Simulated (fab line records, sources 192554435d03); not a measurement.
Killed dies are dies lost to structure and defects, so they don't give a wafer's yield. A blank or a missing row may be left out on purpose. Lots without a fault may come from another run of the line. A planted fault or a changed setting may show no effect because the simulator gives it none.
Chamber matching | flow n5_finfet | N5_BEOL_M2_ALD_84 on ald_metal-03: 4 sister chambers
The step deposits TaN, pulse time 2 s, purge time 3 s, co reactant purge time 2 s. 4 wafers are shown with their chamber, then 7 later ones without.

WAFERS WITH THEIR CHAMBER
wafer  | chamber | heater_power_outer_w (W)
L081.3 | 2       | 264
L081.4 | 3       | 177
L085.3 | 0       | 209
L085.4 | 1       | 212

WAFERS WITHOUT THEIR CHAMBER
wafer  | heater_power_outer_w (W)
L085.6 | 176
L090.4 | 211
L090.5 | 209
L090.6 | 216
L095.2 | 184
L095.3 | 262
L095.6 | 215

WHICH CHAMBER EACH WENT THROUGH
wafer  | from the rows above     | in truth
L085.6 | 3                       | 3
L090.4 | can't be placed: 1 or 0 | 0
L090.5 | can't be placed: 0 or 1 | 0
L090.6 | can't be placed: 1 or 0 | 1
L095.2 | 3                       | 3
L095.3 | 2                       | 2
L095.6 | can't be placed: 1 or 0 | 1
Placed correctly: 3 of 7. Can't be placed from these rows: 4 (the true chamber is among the candidates in 4). Placed wrongly: 0.
How it was worked out, from the rows above alone: a wafer's distance from a chamber is the root of the sum, over the readings, of the square of ((its reading less the chamber's mean) divided by the reading's scatter). The wafer belongs to the nearest chamber; if the next one is less than 2 further off, it can't be placed. A chamber's mean is the mean of its shown wafers. The scatter: with one shown wafer a chamber, the root of the mean of the squares of how far each hidden wafer lies from its nearest shown one.
